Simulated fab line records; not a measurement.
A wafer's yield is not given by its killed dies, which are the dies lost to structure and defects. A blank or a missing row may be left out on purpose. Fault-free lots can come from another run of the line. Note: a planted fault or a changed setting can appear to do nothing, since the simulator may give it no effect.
Matching of chambers || flow nand harc || NHARC_A_STAIRCASE_ETCHBACK_157 on rie diel-04 has 4 sister chambers
The step etches the open film in CH3F/O2, target depth 90 nm, time 167.14 s. 18 wafers are shown with their chamber, then 9 later ones without.

== WAFERS PAIRED WITH THEIR CHAMBERS ==
{"wafer": "L075.1", "chamber": 3, "drypump motor current A (A)": 5.5, "showerhead plenum p Torr (Torr)": 2.65, "rf vpp V (V)": 248.8}
{"wafer": "L075.2", "chamber": 2, "drypump motor current A (A)": 6.3, "showerhead plenum p Torr (Torr)": 2.52, "rf vpp V (V)": 245.4}
{"wafer": "L075.4", "chamber": 1, "drypump motor current A (A)": 6.3, "showerhead plenum p Torr (Torr)": 2.38, "rf vpp V (V)": 242.9}
{"wafer": "L078.1", "chamber": 2, "drypump motor current A (A)": 6.3, "showerhead plenum p Torr (Torr)": 2.51, "rf vpp V (V)": 245.1}
{"wafer": "L078.4", "chamber": 3, "drypump motor current A (A)": 5.4, "showerhead plenum p Torr (Torr)": 2.65, "rf vpp V (V)": 246.8}
{"wafer": "L078.5", "chamber": 3, "drypump motor current A (A)": 5.4, "showerhead plenum p Torr (Torr)": 2.65, "rf vpp V (V)": 245.0}
{"wafer": "L079.4", "chamber": 0, "drypump motor current A (A)": 6.2, "showerhead plenum p Torr (Torr)": 2.33, "rf vpp V (V)": 242.4}
{"wafer": "L079.5", "chamber": 1, "drypump motor current A (A)": 6.3, "showerhead plenum p Torr (Torr)": 2.37, "rf vpp V (V)": 243.6}
{"wafer": "L079.6", "chamber": 0, "drypump motor current A (A)": 6.2, "showerhead plenum p Torr (Torr)": 2.33, "rf vpp V (V)": 242.7}
{"wafer": "L081.2", "chamber": 0, "drypump motor current A (A)": 6.2, "showerhead plenum p Torr (Torr)": 2.33, "rf vpp V (V)": 243.8}
{"wafer": "L081.3", "chamber": 3, "drypump motor current A (A)": 5.4, "showerhead plenum p Torr (Torr)": 2.64, "rf vpp V (V)": 247.1}
{"wafer": "L081.6", "chamber": 3, "drypump motor current A (A)": 5.4, "showerhead plenum p Torr (Torr)": 2.64, "rf vpp V (V)": 245.6}
{"wafer": "L087.2", "chamber": 3, "drypump motor current A (A)": 5.4, "showerhead plenum p Torr (Torr)": 2.64, "rf vpp V (V)": 247.1}
{"wafer": "L087.3", "chamber": 1, "drypump motor current A (A)": 6.3, "showerhead plenum p Torr (Torr)": 2.36, "rf vpp V (V)": 242.6}
{"wafer": "L087.4", "chamber": 0, "drypump motor current A (A)": 6.2, "showerhead plenum p Torr (Torr)": 2.32, "rf vpp V (V)": 241.5}
{"wafer": "L086.2", "chamber": 3, "drypump motor current A (A)": 5.4, "showerhead plenum p Torr (Torr)": 2.64, "rf vpp V (V)": 245.9}
{"wafer": "L086.3", "chamber": 0, "drypump motor current A (A)": 6.2, "showerhead plenum p Torr (Torr)": 2.32, "rf vpp V (V)": 243.1}
{"wafer": "L086.5", "chamber": 3, "drypump motor current A (A)": 5.5, "showerhead plenum p Torr (Torr)": 2.64, "rf vpp V (V)": 247.8}

SIGNATURES, as means of the wafers listed above
{"reading": "drypump motor current A", "chamber 0": 6.200, "chamber 1": 6.300, "chamber 2": 6.300, "chamber 3": 5.425, "scatter within a chamber": 0.0327}
{"reading": "showerhead plenum p Torr", "chamber 0": 2.3260, "chamber 1": 2.3700, "chamber 2": 2.5150, "chamber 3": 2.6437, "scatter within a chamber": 0.00631}
{"reading": "rf vpp V", "chamber 0": 242.700, "chamber 1": 243.033, "chamber 2": 245.250, "chamber 3": 246.762, "scatter within a chamber": 1}
Rule: a wafer lies at a distance from a chamber equal to the root of the sum of squares, over the readings, of (its reading less the chamber's mean, divided by the reading's scatter). The wafer belongs to the nearest chamber; if the next one is less than 2 further off, it can't be placed. The scatter is the square root of a quotient: the sum, over the shown wafers, of each reading's squared deviation from its chamber's mean, divided by wafers minus chambers.

== WAFERS WHOSE CHAMBER IS MISSING ==
{"wafer": "L090.2", "drypump motor current A (A)": 5.4, "showerhead plenum p Torr (Torr)": 2.63, "rf vpp V (V)": 247.6}
{"wafer": "L090.3", "drypump motor current A (A)": 6.3, "showerhead plenum p Torr (Torr)": 2.36, "rf vpp V (V)": 241.7}
{"wafer": "L090.6", "drypump motor current A (A)": 5.4, "showerhead plenum p Torr (Torr)": 2.63, "rf vpp V (V)": 247.8}
{"wafer": "L096.3", "drypump motor current A (A)": 6.2, "showerhead plenum p Torr (Torr)": 2.31, "rf vpp V (V)": 242.1}
{"wafer": "L096.4", "drypump motor current A (A)": 6.3, "showerhead plenum p Torr (Torr)": 2.49, "rf vpp V (V)": 243.5}
{"wafer": "L096.5", "drypump motor current A (A)": 6.3, "showerhead plenum p Torr (Torr)": 2.49, "rf vpp V (V)": 244.3}
{"wafer": "L097.1", "drypump motor current A (A)": 6.3, "showerhead plenum p Torr (Torr)": 2.49, "rf vpp V (V)": 244.9}
{"wafer": "L097.4", "drypump motor current A (A)": 5.4, "showerhead plenum p Torr (Torr)": 2.62, "rf vpp V (V)": 245.9}
{"wafer": "L097.5", "drypump motor current A (A)": 6.3, "showerhead plenum p Torr (Torr)": 2.49, "rf vpp V (V)": 244.6}

== EACH ONE'S CHAMBER ==
{"wafer": "L090.2", "from the rows above": 3, "in truth": 3}
{"wafer": "L090.3", "from the rows above": 1, "in truth": 1}
{"wafer": "L090.6", "from the rows above": 3, "in truth": 3}
{"wafer": "L096.3", "from the rows above": 0, "in truth": 0}
{"wafer": "L096.4", "from the rows above": 2, "in truth": 2}
{"wafer": "L096.5", "from the rows above": 2, "in truth": 2}
{"wafer": "L097.1", "from the rows above": 2, "in truth": 2}
{"wafer": "L097.4", "from the rows above": 3, "in truth": 3}
{"wafer": "L097.5", "from the rows above": 2, "in truth": 2}
Placed correctly: 9 of 9. Number that these rows cannot place: 0. Wrongly placed: 0.
